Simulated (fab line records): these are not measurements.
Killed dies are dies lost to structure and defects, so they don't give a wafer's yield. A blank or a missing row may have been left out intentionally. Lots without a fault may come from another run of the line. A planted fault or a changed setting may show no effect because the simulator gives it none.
A struck lot beside a sound one / flow nand harc / 36 out of 1159 route steps
Sound: these wafers, L246.1, L246.2, L246.4. Struck: wafer L259.2. The cause is given at the end.
Order at every step that has rows: each side's tool, ch and its chambers, its first start. Under that, the readings that differ: sound wafers / struck wafers / difference of the means / sigmas: that difference in standard deviations of wafers without a fault.
alike: a reading whose means differ by less than 2 such deviations, as well as words and numbers matching on both sides. not compared: withheld readings; readings where some wafer has no value; bounds like >300 that might hide an equal value; numbers whose values overlap and for which the record gives no deviation.
A row with sigmas, a row that says differs or no value, or rows on one side alone: a step with any of these is where the two part. Non-overlapping numbers with no deviation appear without sigmas and do not part them. A reading that every wafer of one side lacks parts them only if that side has two wafers or more.

NHARC_P_START_INSPECT_01:
  sound on defect inspect-01, day 2 12:02; struck on defect inspect-01, day 5 18:02
  alike: raw defect count
then, 2 steps without rows for these wafers: NHARC_P_ZERO_WELL_PRECLEAN_00 (cleans in SPM, time 600 s); NHARC_P_ZERO_WELL_SRD_01.
NHARC_P_ZERO_WELL_PECVD_02: deposits SiO2, target thk 10 nm.
  sound on pecvd-01 ch 0,1,2, day 2 12:29; struck on pecvd-01 ch 1, day 5 18:37
  alike: susceptor temp C
then, 9 steps without rows for these wafers: NHARC_P_ZERO_WELL_DEHYDRATE_03 (time 120 s); NHARC_P_ZERO_WELL_HMDS_04 (time 30 s); NHARC_P_ZERO_WELL_COAT_64 (time 65 s); NHARC_P_ZERO_WELL_COAT_05 (resist thk 600 nm); NHARC_P_ZERO_WELL_SOFTBAKE_06 (time 70 s); NHARC_P_ZERO_WELL_EBR_07; NHARC_P_ZERO_WELL_EXPOSE_08 (exposes mask P ZERO, target cd 500 nm); NHARC_P_ZERO_WELL_PEB_09 (peb time 80 s); NHARC_P_ZERO_WELL_DEVELOP_10 (time 50 s).
NHARC_P_ZERO_WELL_CD_MEAS_11: the cd target is 500 nm.
  sound on cd sem-02 ch 0, day 2 13:15; struck on cd sem-01 ch 0, day 5 19:14
  alike: cd nm
then, 1 step without rows for these wafers: NHARC_P_ZERO_WELL_HARDBAKE_12 (time 65 s).
NHARC_P_ZERO_WELL_DESCUM_13: chemistry O2, time 3 s.
  sound on rie diel-10 ch 1,2,3, day 2 13:24; struck on rie diel-05 ch 2, day 5 19:23
reading=rf hours counter h (h); sound=2.3 1.4 2.2; struck=7.5; difference=+5.5; sigmas=
  alike: drypump motor current A, oes product au, rf vpp V, showerhead plenum p Torr, throttle valve pct
NHARC_P_ZERO_WELL_ETCH_65: etches the open film in N2/H2, target depth 80 nm, overetch 24 nm, time 87.88 s.
  sound on rie diel-10 ch 0,1,3, day 2 13:29; struck on rie diel-05 ch 0, day 5 19:30
reading=rf hours counter h (h); sound=1.4 2.2 1.7; struck=9.0; difference=+7.2; sigmas=
reading=rf vpp V (V); sound=429.3 430.2 428.7; struck=435.2; difference=+5.8; sigmas=+2
reading=showerhead plenum p Torr (Torr); sound=2.01 1.98 2.04; struck=2.21; difference=+0.20; sigmas=+2
  alike: drypump motor current A, oes product au, throttle valve pct
NHARC_P_ZERO_WELL_ETCH_62: etches the open film in CHF3/Ar, target depth 13 nm, time 6.5 s.
  sound on rie diel-10 ch 0,1,2; struck on rie diel-05 ch 1
reading=oes product au (a.u.); sound=0.963 0.955 0.944; struck=0.993; difference=+0.039; sigmas=+2
reading=rf hours counter h (h); sound=1.5 1.7 2.3; struck=9.4; difference=+7.6; sigmas=
  alike: drypump motor current A, rf vpp V, showerhead plenum p Torr, throttle valve pct
NHARC_P_ZERO_WELL_ETCH_63: etches the open film in HBr/Cl2, target depth 120 nm, time 40.1 s.
  sound on rie si-04 ch 0,2,3, day 2 13:40; struck on rie si-04 ch 0, day 5 19:41
reading=rf hours counter h (h); sound=0.8 0.9 0.9; struck=0.1; difference=-0.8; sigmas=
  alike: drypump motor current A, oes product au, throttle valve pct
then, 9 steps without rows for these wafers: NHARC_P_ZERO_WELL_STRIP_15 (strips in SPM, time 900 s); NHARC_P_ZERO_WELL_DEHYDRATE_16 (time 120 s); NHARC_P_ZERO_WELL_HMDS_17 (time 30 s); NHARC_P_ZERO_WELL_COAT_18; NHARC_P_ZERO_WELL_SOFTBAKE_19 (time 95 s); NHARC_P_ZERO_WELL_EBR_20; NHARC_P_ZERO_WELL_EXPOSE_21 (exposes mask P NWELL, target cd 720 nm); NHARC_P_ZERO_WELL_PEB_22 (peb time 85 s); NHARC_P_ZERO_WELL_DEVELOP_23 (time 70 s).
NHARC_P_ZERO_WELL_CD_MEAS_24: the cd target is 720 nm.
  sound on cd sem-02 ch 0, day 2 14:28; struck on cd sem-02 ch 0, day 5 20:35
  alike: cd nm
then, 1 step without rows for these wafers: NHARC_P_ZERO_WELL_HARDBAKE_25 (time 80 s).
NHARC_P_ZERO_WELL_DESCUM_26: chemistry O2, time 3 s.
  sound on rie diel-05 ch 1,2,3, day 2 14:37; struck on rie diel-05 ch 2, day 5 20:47
reading=rf hours counter h (h); sound=2.2 1.0 2.2; struck=7.5; difference=+5.7; sigmas=
  alike: drypump motor current A, oes product au, rf vpp V, showerhead plenum p Torr, throttle valve pct
then, 2 steps without rows for these wafers: NHARC_P_ZERO_WELL_IMPLANT_27; NHARC_P_ZERO_WELL_IMPLANT_57.
NHARC_P_ZERO_WELL_INSPECT_43:
  sound on defect inspect-02, day 2 19:32; struck on defect inspect-01, day 6 01:45
reading=raw defect count; sound=6 11 11; struck=327; difference=+318; sigmas=+41
  not compared: hold
NHARC_P_STI_ETCH_26: etches SiO2 in dHF, target depth 11 nm.
  sound on wet bench-02 ch 1,2,5, day 2 19:35; struck on wet bench-07 ch 6, day 6 05:27
reading=hold; sound=- - -; struck=await dispo/3.6h/release; difference=no value on the sound wafers; sigmas=
-- jump in the record: it breaks off in module P_STI and resumes in module END (first step shown: number 1159 of the route), and 17 days separate the struck wafers' starts before and after --
NHARC_END_SORT_01:
  sound on prober-01 ch 0, day 20 12:01; struck on prober-01 ch 0, day 23 14:16
reading=killed at periphery; sound=3 4; struck=78; difference=+74; sigmas=+34
reading=killed dies; sound=30 27; struck=110; difference=+82; sigmas=+8
  alike: killed at array, killed at other, killed open, killed short

WHERE THEY PART
Earliest at NHARC_P_ZERO_WELL_ETCH_65; latest, in this record, at NHARC_END_SORT_01.

WHY: the cause the simulator had injected
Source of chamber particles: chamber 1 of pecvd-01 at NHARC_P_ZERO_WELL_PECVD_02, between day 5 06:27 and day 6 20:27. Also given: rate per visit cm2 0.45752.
